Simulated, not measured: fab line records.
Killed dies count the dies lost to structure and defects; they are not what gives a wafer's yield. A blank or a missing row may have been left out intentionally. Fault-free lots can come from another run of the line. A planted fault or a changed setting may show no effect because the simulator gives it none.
One fault seen from 2 desks + flow n5-finfet + each desk holds nothing but its own numbers, with what lay behind them at the end

## THE METROLOGY DESK
Lot by lot, what the gauges showed, no matter which tool ran the lot: averages of those sampled wafers that carry a number. Any lot whose mean is over 4 standard deviations away from the usual mean is out of limits and marked OUT; that distance is given in the brackets.
Columns: A = MIM_BOT_OVL at N5_MIM_BOT_LITHO_OVL_MEAS_11, usual 4 nm; B = TV_OVL at N5_PASSIVATION_OVL_MEAS_60, usual 3 nm
| lot  | first seen here | A  | B  |
|------|-----------------|----|----|
| L507 | day 13 08:04    | -2 | 5  |
| L509 | day 13 11:10    | 6  | 4  |
| L511 | day 13 21:33    | 5  | 5  |
| L510 | day 14 02:08    | 2  | 2  |
| L514 | day 14 22:32    | -3 | 0  |
| L515 | day 15 08:14    | 2  | 1  |
| L517 | day 15 21:42    | 5  | 5  |
| L518 | day 16 21:27    | 5  | 14 |
| L524 | day 17 20:43    | 10 | -8 |
| L523 | day 18 04:05    | 4  | -1 |
| L527 | day 18 16:31    | 0  | 6  |
| L529 | day 19 04:41    | 6  | 2  |
This desk's verdict: no lot among the 12 shows anything out of limits.

## TOOL OWNER'S DESK, rie-diel-05
The tool's own readings at N5_PASSIVATION_PASS_ETCH_74 (etches SiNx in CF4/O2, target depth 220 nm, time 110 s): means of the sampled wafers that have a number, for each lot that ran on this tool. Any lot whose mean is over 4 standard deviations away from the usual mean is out of limits and marked OUT; that distance is given in the brackets. Readings shown: 7 out of 8 (the first out of limits, and those lying furthest out on some lot).
Columns: A = chamber-pressure-mTorr at N5_PASSIVATION_PASS_ETCH_74, usual 40.00 mTorr; B = drypump-motor-current-A at N5_PASSIVATION_PASS_ETCH_74, usual 5.6 A; C = oes_f_703_au at N5_PASSIVATION_PASS_ETCH_74, usual 0.78 a.u.; D = oes-product-au at N5_PASSIVATION_PASS_ETCH_74, usual 0.78 a.u.; E = rf-fwd-power-W at N5_PASSIVATION_PASS_ETCH_74, usual 531.7 W; F = rf-vpp-V at N5_PASSIVATION_PASS_ETCH_74, usual 241 V; G = throttle-valve-pct at N5_PASSIVATION_PASS_ETCH_74, usual 16.03 %
| lot  | first seen here | A     | B   | C    | D    | E               | F              | G     |
|------|-----------------|-------|-----|------|------|-----------------|----------------|-------|
| L511 | day 14 01:39    | 39.94 | 5.7 | 0.81 | 0.81 | 534.9           | 242            | 15.70 |
| L510 | day 14 05:32    | 39.99 | 5.7 | 0.85 | 0.85 | 532.8           | 246            | 15.82 |
| L517 | day 15 23:26    | 39.99 | 6.0 | 0.87 | 0.87 | 530.0           | 247            | 15.66 |
| L524 | day 17 22:36    | 39.97 | 5.3 | 0.91 | 0.90 | 531.1           | 240            | 15.84 |
| L523 | day 18 05:59    | 39.98 | 5.2 | 0.58 | 0.70 | 403.7 (-71) OUT | 273 (+7.3) OUT | 15.86 |
| L527 | day 18 19:53    | 39.98 | 5.5 | 0.58 | 0.69 | 404.2 (-71) OUT | 279 (+8.7) OUT | 15.83 |
This desk's verdict: out of limits on L523, L527, starting with L523 at day 18 05:59 (rf-fwd-power-W at N5_PASSIVATION_PASS_ETCH_74). Within limits: L511, L510, L517, L524.

## TAKEN TOGETHER
The tool owner's desk had the chance to raise an alarm at day 18 05:59 on L523, L527.
From the metrology desk's view, nothing was out of limits.
The metrology desk has L523, L527 on record, within its limits.
On rie-diel-05, each named lot ran N5_PASSIVATION_PASS_ETCH_74.

## WHAT THE SIMULATOR HAD INSERTED
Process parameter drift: rie-diel-05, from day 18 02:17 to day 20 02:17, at N5_PASSIVATION_PASS_ETCH_74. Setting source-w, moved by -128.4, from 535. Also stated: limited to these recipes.
Lots struck among those shown: L523, L527.
Delay in hours, fault start to first out-of-limits reading, by desk: the tool owner's desk at 4.
